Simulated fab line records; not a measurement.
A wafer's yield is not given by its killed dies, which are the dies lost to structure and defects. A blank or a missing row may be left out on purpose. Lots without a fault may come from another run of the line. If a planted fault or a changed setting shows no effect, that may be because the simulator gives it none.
Which tool is to blame? :: flow n5 finfet :: 15 lots with 41 wafers sampled at 2 steps, on a route of 1938 steps

== WHAT THE GAUGES SHOWED, per wafer ==
N5_BEOL_M3_OVL_MEAS_12.
lot: L561
measured: day 7 00:55
on: overlay-02
M3_OVL (nm): 0.4 -0.9 0.0

lot: L563
measured: day 7 07:43
on: overlay-01
M3_OVL (nm): 0.3 -0.2 0.1

lot: L566
measured: day 8 00:47
on: overlay-01
M3_OVL (nm): 1.0 0.1 0.5

lot: L565
measured: day 8 00:51
on: overlay-01
M3_OVL (nm): 0.6 0.1 0.7

lot: L567
measured: day 8 17:41
on: overlay-02
M3_OVL (nm): 1.4 1.6 1.2

lot: L573
measured: day 10 06:51
on: overlay-02
M3_OVL (nm): -0.1 -0.1

lot: L574
measured: day 10 10:23
on: overlay-01
M3_OVL (nm): -0.5 0.1 0.1

lot: L575
measured: day 10 21:51
on: overlay-02
M3_OVL (nm): -0.1 -0.4 -0.6

lot: L577
measured: day 11 12:31
on: overlay-02
M3_OVL (nm): 0.3 0.7 0.3

lot: L576
measured: day 11 12:44
on: overlay-01
M3_OVL (nm): 0.2 2.4

lot: L581
measured: day 11 20:58
on: overlay-01
M3_OVL (nm): 0.6 1.8 0.4

lot: L580
measured: day 12 04:31
on: overlay-02
M3_OVL (nm): -0.4 -0.7 -0.1

lot: L582
measured: day 12 08:40
on: overlay-01
M3_OVL (nm): 0.5 0.0

lot: L583
measured: day 13 11:50
on: overlay-01
M3_OVL (nm): 0.8 0.1

lot: L584
measured: day 13 16:16
on: overlay-01
M3_OVL (nm): -0.4 0.3 -0.6

== EACH LOT AND THE TOOL THAT RAN IT (in order: tool; ch and the chambers of the sampled wafers; start) ==
lot: L561
N5_BEOL_M3_ILD_DEP_00: pecvd-01 ch 0,1,2, day 6 22:24

lot: L563
N5_BEOL_M3_ILD_DEP_00: pecvd-02 ch 0,1,2, day 7 05:23

lot: L566
N5_BEOL_M3_ILD_DEP_00: pecvd-02 ch 0,1,2, day 7 20:42

lot: L565
N5_BEOL_M3_ILD_DEP_00: pecvd-02 ch 0,1,2, day 7 20:50

lot: L567
N5_BEOL_M3_ILD_DEP_00: pecvd-01 ch 0,2, day 8 15:52

lot: L573
N5_BEOL_M3_ILD_DEP_00: pecvd-04 ch 0,1, day 10 05:43

lot: L574
N5_BEOL_M3_ILD_DEP_00: pecvd-02 ch 0,2, day 10 06:17

lot: L575
N5_BEOL_M3_ILD_DEP_00: pecvd-04 ch 1,2, day 10 20:31

lot: L577
N5_BEOL_M3_ILD_DEP_00: pecvd-01 ch 0,1,2, day 11 11:10

lot: L576
N5_BEOL_M3_ILD_DEP_00: pecvd-02 ch 1,2, day 11 11:11

lot: L581
N5_BEOL_M3_ILD_DEP_00: pecvd-01 ch 0,1, day 11 19:46

lot: L580
N5_BEOL_M3_ILD_DEP_00: pecvd-01 ch 0,1,2, day 12 00:52

lot: L582
N5_BEOL_M3_ILD_DEP_00: pecvd-04 ch 0,1, day 12 07:54

lot: L583
N5_BEOL_M3_ILD_DEP_00: pecvd-02 ch 0,2, day 13 08:33

lot: L584
N5_BEOL_M3_ILD_DEP_00: pecvd-02 ch 1,2, day 13 15:29
- N5_BEOL_M3_ILD_DEP_00: deposits SiOC from DEMS/O2, target thk 79 nm, time 15.3 s.

== WHAT THE TOOLS THEMSELVES READ (means of the sampled wafers that have a number; where no wafer has one, the mark that the record gives instead) ==
N5_BEOL_M3_ILD_DEP_00.
lot: L561
tool: pecvd-01
heater power w (W): 444
showerhead plenum p Torr (Torr): 5.701
throttle valve pct (%): 11.6

lot: L563
tool: pecvd-02
heater power w (W): 479
showerhead plenum p Torr (Torr): 5.690
throttle valve pct (%): 12.1

lot: L566
tool: pecvd-02
heater power w (W): 468
showerhead plenum p Torr (Torr): 5.688
throttle valve pct (%): 12.2

lot: L565
tool: pecvd-02
heater power w (W): 511
showerhead plenum p Torr (Torr): 5.690
throttle valve pct (%): 12.2

lot: L567
tool: pecvd-01
heater power w (W): 452
showerhead plenum p Torr (Torr): 5.701
throttle valve pct (%): 11.7

lot: L573
tool: pecvd-04
heater power w (W): 462
showerhead plenum p Torr (Torr): 5.681
throttle valve pct (%): 11.2

lot: L574
tool: pecvd-02
heater power w (W): 420
showerhead plenum p Torr (Torr): 5.678
throttle valve pct (%): 12.0

lot: L575
tool: pecvd-04
heater power w (W): 522
showerhead plenum p Torr (Torr): 5.693
throttle valve pct (%): 11.0

lot: L577
tool: pecvd-01
heater power w (W): 426
showerhead plenum p Torr (Torr): 5.693
throttle valve pct (%): 11.7

lot: L576
tool: pecvd-02
heater power w (W): 512
showerhead plenum p Torr (Torr): 5.701
throttle valve pct (%): 12.4

lot: L581
tool: pecvd-01
heater power w (W): 454
showerhead plenum p Torr (Torr): 5.699
throttle valve pct (%): 11.6

lot: L580
tool: pecvd-01
heater power w (W): 456
showerhead plenum p Torr (Torr): 5.705
throttle valve pct (%): 11.6

lot: L582
tool: pecvd-04
heater power w (W): 462
showerhead plenum p Torr (Torr): 5.682
throttle valve pct (%): 11.4

lot: L583
tool: pecvd-02
heater power w (W): 471
showerhead plenum p Torr (Torr): 5.694
throttle valve pct (%): 11.9

lot: L584
tool: pecvd-02
heater power w (W): 460
showerhead plenum p Torr (Torr): 5.686
throttle valve pct (%): 12.1

== THE ANSWER, worked out from the rows above alone ==
Rule: what is usual is taken from the lots themselves. Put in order of their means at a reading, lots are off if they are a third of the lots or fewer, leave a main group of 4 or more, and stand apart from it by a gap of 3 or more times the standard deviation of the main group's means; of several such gaps the widest counts. If all means in a main group match to the digits the tables above print for the reading, that group is not used. Also off: a lot with no number at a reading for which 4 or more lots have one. All remaining lots with rows at the step are treated as sound. After the gauges, taken in route order, come the tools' own readings; for these a lot's mean is taken, as printed above. The first step at which some lot is off is used, and at that step the reading that is off furthest; a lot without a number counts as furthest.
None of the lots is off at any reading shown; this tells nothing.

== WHAT WAS PUT IN BY THE SIMULATOR ==
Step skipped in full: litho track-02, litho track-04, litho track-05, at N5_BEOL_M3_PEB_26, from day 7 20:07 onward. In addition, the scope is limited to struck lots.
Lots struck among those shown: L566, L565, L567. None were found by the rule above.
